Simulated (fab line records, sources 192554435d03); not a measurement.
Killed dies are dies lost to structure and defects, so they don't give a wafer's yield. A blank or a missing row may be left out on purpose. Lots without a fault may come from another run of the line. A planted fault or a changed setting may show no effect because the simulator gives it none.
Split-lot experiment | flow n5_finfet | 7 lots, 21 wafers read, on a route of 1938 steps

THE SPLIT
At N5_ZERO_LAYER_EXPOSE_08 (exposes mask ZERO, defocus 0 nm, target cd 2000 nm), the setting dose_mj was moved away from the recipe's 16.2 on 9 of the 21 wafers read, by -6.7% to +7.3%. The other wafers ran this setting at the recipe's value.

FROM THE SPLIT TO THE READING: what the file shows between them, 3 steps
- N5_ZERO_LAYER_PEB_09
- N5_ZERO_LAYER_DEVELOP_10: develop time 60 s
- N5_ZERO_LAYER_HARDBAKE_23: time 120 s

THE READING
cd_nm, in nm, at N5_ZERO_LAYER_CD_MEAS_11 (target cd 2000 nm). Fault-free wafers of this fab line usually give 1999.3 nm, standard deviation 1.6 nm.

wafer  | tool, chamber at the split | dose_mj as run | against the recipe | cd_nm, nm | against lot-mates on the recipe
L076.1 | krf_scanner-01, 0          | 16.2           | recipe             | 2000.1    | -
L076.3 | krf_scanner-01, 0          | 16.2           | recipe             | 1998.2    | -
L076.5 | krf_scanner-01, 0          | 16.2           | recipe             | 1999.9    | -
L077.2 | krf_scanner-02, 0          | 15.12          | -6.7%              | 1985.5    | -14.7
L077.3 | krf_scanner-02, 0          | 16.2           | recipe             | 1999.4    | -
L077.6 | krf_scanner-02, 0          | 16.2           | recipe             | 2001.0    | -
L078.3 | krf_scanner-02, 0          | 17.39          | +7.3%              | 2010.9    | +15.1
L078.4 | krf_scanner-02, 0          | 17.39          | +7.3%              | 2010.5    | +14.7
L078.6 | krf_scanner-02, 0          | 16.2           | recipe             | 1995.8    | -
L080.3 | krf_scanner-01, 0          | 15.77          | -2.7%              | 1994.9    | -2.0
L080.4 | krf_scanner-01, 0          | 15.77          | -2.7%              | 1994.6    | -2.3
L080.5 | krf_scanner-01, 0          | 16.2           | recipe             | 1996.9    | -
L083.3 | krf_scanner-01, 0          | 16.2           | recipe             | 1999.1    | -
L083.5 | krf_scanner-01, 0          | 16.2           | recipe             | 1997.4    | -
L083.6 | krf_scanner-01, 0          | 16.2           | recipe             | 1995.4    | -
L086.1 | krf_scanner-01, 0          | 16.93          | +4.5%              | 2008.9    | +8.2
L086.3 | krf_scanner-01, 0          | 16.2           | recipe             | 2000.3    | -
L086.5 | krf_scanner-01, 0          | 16.2           | recipe             | 2001.0    | -
L091.1 | krf_scanner-01, 0          | 15.67          | -3.3%              | 1991.8    | no lot-mate on the recipe
L091.3 | krf_scanner-01, 0          | 15.67          | -3.3%              | 1994.4    | no lot-mate on the recipe
L091.4 | krf_scanner-01, 0          | 15.67          | -3.3%              | 1989.4    | no lot-mate on the recipe

THE FIT
A straight line over all 21 wafers: cd_nm changes by +1.82 nm for each +1% of dose_mj; r = +0.96; the points scatter about the line by 1.9 nm.
The same after taking each lot's own level away (the mean of its wafers on the recipe; 18 wafers): +1.95 nm for each +1%; r = +0.98; scatter 1.4 nm.
On that fit, the largest move of dose_mj shifts the reading by 14 nm.
The lots' own levels span 1995.80 to 2000.65 nm, that is 3.0 times the standard deviation above.
So the lot-to-lot level changes the slope little: the two slopes agree.
Check: with one of the wafers moved furthest among these (+7.3%) left out of the fit, the line predicts +14.3 nm for it against its lot-mates. It came out at +15.1 nm against them.

OTHER SPLITS ON THESE WAFERS
These wafers also went through other splits before the reading. Each is held against what the fit with the lots' levels taken away leaves over:
other split on the same wafers | wafers away from the commonest value | r with cd_nm (lot level and that fit taken away)
N5_ZERO_LAYER_COAT_05 spin_rpm | 8                                    | +0.29

THE WHOLE CHAIN: every reading that the file lists as answering this split, in the file's order
step                     | what it does             | reading                                                           | change (the file's fit)              | r (the file's)
N5_ZERO_LAYER_CD_MEAS_11 | target cd 2000 nm        | cd_nm                                                             | +1.99 nm for each +1% of the setting | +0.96
N5_ZERO_LAYER_DESCUM_16  | chemistry O2, time 7.9 s | ZERO_LAYER.cd_nm (the simulator's own value, which no gauge read) | +1.99 nm for each +1% of the setting | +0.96

THE FILE'S OWN FIT
cd_nm changes by +1.99 nm for each +1% of dose_mj, r = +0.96.
